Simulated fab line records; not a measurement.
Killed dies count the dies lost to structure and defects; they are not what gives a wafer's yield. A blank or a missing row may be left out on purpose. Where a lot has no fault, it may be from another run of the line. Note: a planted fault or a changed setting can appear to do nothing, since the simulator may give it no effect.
Chamber matching || flow n5Finfet || N5_GATE_CUT_CMP_43 on cmp-01 has 4 sister chambers
The step polishes SiO2. 4 wafers are shown with their chamber, then 8 later ones without.

## WAFERS WITH THEIR CHAMBER
{"wafer": "L085.3", "chamber": 1, "motorCurrentA (A)": 11.7}
{"wafer": "L087.1", "chamber": 3, "motorCurrentA (A)": 12.3}
{"wafer": "L087.5", "chamber": 2, "motorCurrentA (A)": 11.8}
{"wafer": "L090.1", "chamber": 0, "motorCurrentA (A)": 11.7}

## WAFERS MISSING THEIR CHAMBER
{"wafer": "L090.2", "motorCurrentA (A)": 12.4}
{"wafer": "L090.6", "motorCurrentA (A)": 11.5}
{"wafer": "L093.1", "motorCurrentA (A)": 11.7}
{"wafer": "L093.4", "motorCurrentA (A)": 12.2}
{"wafer": "L093.5", "motorCurrentA (A)": 11.7}
{"wafer": "L094.1", "motorCurrentA (A)": 12.0}
{"wafer": "L094.5", "motorCurrentA (A)": 11.4}
{"wafer": "L094.6", "motorCurrentA (A)": 12.5}

## CHAMBER TAKEN BY EACH
{"wafer": "L090.2", "from the rows above": 3, "in truth": 3}
{"wafer": "L090.6", "from the rows above": "can't be placed: 0 or 1 or 2", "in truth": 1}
{"wafer": "L093.1", "from the rows above": "can't be placed: 0 or 1 or 2", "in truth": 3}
{"wafer": "L093.4", "from the rows above": "can't be placed: 3 or 2", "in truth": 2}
{"wafer": "L093.5", "from the rows above": "can't be placed: 0 or 1 or 2", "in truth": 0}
{"wafer": "L094.1", "from the rows above": "can't be placed: 2 or 0 or 1 or 3", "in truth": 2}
{"wafer": "L094.5", "from the rows above": "can't be placed: 0 or 1 or 2", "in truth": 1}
{"wafer": "L094.6", "from the rows above": 3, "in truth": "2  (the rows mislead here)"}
1 of 8 placed correctly. Not placeable from these rows: 6 (in 5, the candidates include the true chamber). Number placed wrongly: 1.
How it was worked out, from the rows above alone: a wafer's distance from a chamber is the root of the sum, over the readings, of the square of ((its reading less the chamber's mean) divided by the reading's scatter). If the next closest chamber is less than 2 further off than the closest, the wafer can't be placed; otherwise it belongs to the closest. For every chamber, the mean is computed from those of its wafers that are shown. The scatter: root of mean squared gap, hidden wafer to nearest shown wafer, with one shown wafer a chamber.
